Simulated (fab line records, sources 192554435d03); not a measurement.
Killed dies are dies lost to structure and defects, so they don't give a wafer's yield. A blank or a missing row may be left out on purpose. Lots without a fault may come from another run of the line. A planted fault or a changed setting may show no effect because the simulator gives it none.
Split-lot experiment | flow n5_finfet | 7 lots, 21 wafers read, on a route of 1938 steps

THE SPLIT
At N5_MOL_CONTACT_COAG_ETCH_67 (etches SOC in N2/H2, target depth 60 nm, overetch 21 nm, time 101.2 s), the setting source_w was moved away from the recipe's 840 W on 4 of the 21 wafers read, by -4.6% to +14.1%. The other wafers ran this setting at the recipe's value.

The reading is taken at the split's own step.

THE READING
rf_vpp_V, in V, at N5_MOL_CONTACT_COAG_ETCH_67 (etches SOC in N2/H2, target depth 60 nm, overetch 21 nm, time 101.2 s). Fault-free wafers of this fab line usually give 524.1 V, standard deviation 2.2 V.

wafer  | tool, chamber at the split | source_w as run, W | against the recipe | rf_vpp_V, V | against lot-mates on the recipe
L076.1 | rie_diel-01, 1             | 840                | recipe             | 526.5       | -
L076.3 | rie_diel-01, 3             | 912.7              | +8.7%              | 509.0       | -16.9
L076.5 | rie_diel-01, 1             | 840                | recipe             | 525.2       | -
L077.1 | rie_diel-02, 0             | 801.6              | -4.6%              | 528.8       | +4.5
L077.2 | rie_diel-02, 3             | 840                | recipe             | 526.2       | -
L077.6 | rie_diel-02, 2             | 840                | recipe             | 522.4       | -
L079.4 | rie_diel-06, 3             | 840                | recipe             | 521.2       | -
L079.5 | rie_diel-06, 3             | 840                | recipe             | 520.7       | -
L079.6 | rie_diel-06, 2             | 840                | recipe             | 525.9       | -
L081.1 | rie_diel-01, 3             | 840                | recipe             | 524.9       | -
L081.5 | rie_diel-01, 1             | 840                | recipe             | 525.0       | -
L081.6 | rie_diel-01, 2             | 840                | recipe             | 524.5       | -
L082.2 | rie_diel-06, 0             | 840                | recipe             | 526.1       | -
L082.3 | rie_diel-06, 2             | 840                | recipe             | 526.0       | -
L082.5 | rie_diel-06, 2             | 840                | recipe             | 527.0       | -
L086.1 | rie_diel-01, 2             | 840                | recipe             | 524.3       | -
L086.2 | rie_diel-01, 3             | 840                | recipe             | 523.7       | -
L086.4 | rie_diel-01, 0             | 840                | recipe             | 525.2       | -
L087.1 | rie_diel-06, 2             | 958.2              | +14.1%             | 501.8       | -24.1
L087.2 | rie_diel-06, 0             | 840                | recipe             | 525.9       | -
L087.4 | rie_diel-06, 0             | 958.2              | +14.1%             | 503.7       | -22.2

THE FIT
A straight line over all 21 wafers: rf_vpp_V changes by -1.56 V for each +1% of source_w; r = -0.97; the points scatter about the line by 1.9 V.
The same after taking each lot's own level away (the mean of its wafers on the recipe; 21 wafers): -1.65 V for each +1%; r = -0.98; scatter 1.5 V.
On that fit, the largest move of source_w shifts the reading by 23 V.
The lots' own levels span 522.60 to 526.37 V, that is 1.7 times the standard deviation above.
So the lot-to-lot level changes the slope little: the two slopes agree.
Check: with one of the wafers moved furthest among these (+14.1%) left out of the fit, the line predicts -23 V for it against its lot-mates. It came out at -24.1 V against them.
Tool readings at the split's step, against how far the setting was moved: rf_vpp_V r = -0.97.

OTHER SPLITS ON THESE WAFERS
These wafers also went through other splits before the reading. Each is held against what the fit with the lots' levels taken away leaves over:
other split on the same wafers | wafers away from the commonest value | r with rf_vpp_V (lot level and that fit taken away)
N5_GATE_CUT_EXPOSE_10 dose_mj  | 5                                    | -0.06
N5_GATE_CUT_DESCUM_18 time_s   | 8                                    | +0.01

THE FILE'S OWN FIT
rf_vpp_V changes by -1.67 V for each +1% of source_w, r = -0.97.
